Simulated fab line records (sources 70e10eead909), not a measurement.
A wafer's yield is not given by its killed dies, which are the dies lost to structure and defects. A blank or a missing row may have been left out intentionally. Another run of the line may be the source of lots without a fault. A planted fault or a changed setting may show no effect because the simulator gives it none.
Comparing a struck lot with a sound one :: flow nandHarc :: 14 out of 1302 route steps
Sound: the wafers L694.3, L694.4, L694.5. Struck: wafers L709.3, L709.6. At the end, the cause is stated.
Each step with rows lists, per side, the tool, then ch with its chambers, then its first start. Under that, the readings that differ: sound wafers :: struck wafers :: difference of the means :: sigmas: that difference in standard deviations of wafers without a fault.
alike: words and numbers the same on both sides, and readings whose means are apart by under 2 such deviations; not compared: readings that were withheld, readings missing a value for some wafer, numbers with overlapping values and no deviation given by the record, and bounds like >300 which may hide the same value.
Wherever a step has rows on one side only, a row that says differs or no value, or a row with sigmas, the two part there. When numbers do not overlap yet have no deviation, they are printed without sigmas and do not part them. A reading missing from all wafers of one side parts the sides only when that side holds two or more wafers.

first, 2 steps without rows for these wafers: NHARC_A_SOURCE_PLATE_SRD_01; NHARC_A_SOURCE_PLATE_OXIDE_02 (material SiO2, target thk 10 nm, ox time 1362 s).
NHARC_A_SOURCE_PLATE_THK_MEAS_09: measures by ellipsometry.
  sound on filmMetro-01, day 7 06:31; struck on filmMetro-01, day 13 19:25
reading: thkNm (nm)
sound: 7.7 8.5 9.0
struck: 10.7 11.7
difference: +2.8
sigmas: +3
then, 3 steps without rows for these wafers: NHARC_A_SOURCE_PLATE_PVD_04 (deposits WSi2, target thk 50 nm); NHARC_A_SOURCE_PLATE_CVD_03 (deposits poly-Si, target thk 200 nm, time 4000 s); NHARC_A_SOURCE_PLATE_ANNEAL_05 (time 1800 s).
NHARC_A_SOURCE_PLATE_THK_MEAS_06: measures by ellipsometry.
  sound on filmMetro-02, day 7 19:34; struck on filmMetro-02, day 14 08:51
  alike: thkNm
NHARC_A_SOURCE_PLATE_INSPECT_08:
  sound on defectInspect-02, day 7 19:38; struck on defectInspect-01, day 14 08:56
  alike: rawDefectCount
then, no rows for these wafers at 1 step: NHARC_A_ONON_D1_DEP_00 (target thk 1000 nm).
NHARC_A_ONON_D1_THK_MEAS_02: measures by ellipsometry.
  sound on filmMetro-01, day 7 20:13; struck on filmMetro-02, day 14 09:31
reading: thkNm (nm)
sound: 986 987 987
struck: 1012 1013
difference: +26
sigmas: +3
NHARC_A_ONON_D1_DEP_03: target thk 1000 nm.
  sound on pecvdOnon-04 ch 0, day 7 20:23; struck on pecvdOnon-03 ch 0, day 14 09:41
NHARC_A_ONON_D1_THK_MEAS_05: measures by ellipsometry.
  sound on filmMetro-01, day 7 20:46; struck on filmMetro-01, day 14 10:05
reading: thkNm (nm)
sound: 980 981 979
struck: 1790 1789
difference: +810
sigmas: +81
then, no rows for these wafers at 1 step: NHARC_A_ONON_D1_DEP_06 (target thk 1000 nm).
-- break in the record here, with 17 days between the starts of the struck wafers on either side (left off in module A_ONON_D1, picked up again in module END, where the first step shown is number 1302 on the route) --
NHARC_END_SORT_01:
  sound on prober-01 ch 0, day 24 17:16; struck on prober-02 ch 0, day 31 07:48
reading: killedAtArray
sound: 66 60 59
struck: 670 673
difference: +610
sigmas: +23

reading: killedDies
sound: 73 64 67
struck: 677 677
difference: +609
sigmas: +23
  alike: killedAtOther, killedAtPeriphery, killedOpen, killedShort

== WHERE THEY PART ==
First at NHARC_A_SOURCE_PLATE_THK_MEAS_09; last, within this record, at NHARC_END_SORT_01.

WHY: what had been put in by the simulator
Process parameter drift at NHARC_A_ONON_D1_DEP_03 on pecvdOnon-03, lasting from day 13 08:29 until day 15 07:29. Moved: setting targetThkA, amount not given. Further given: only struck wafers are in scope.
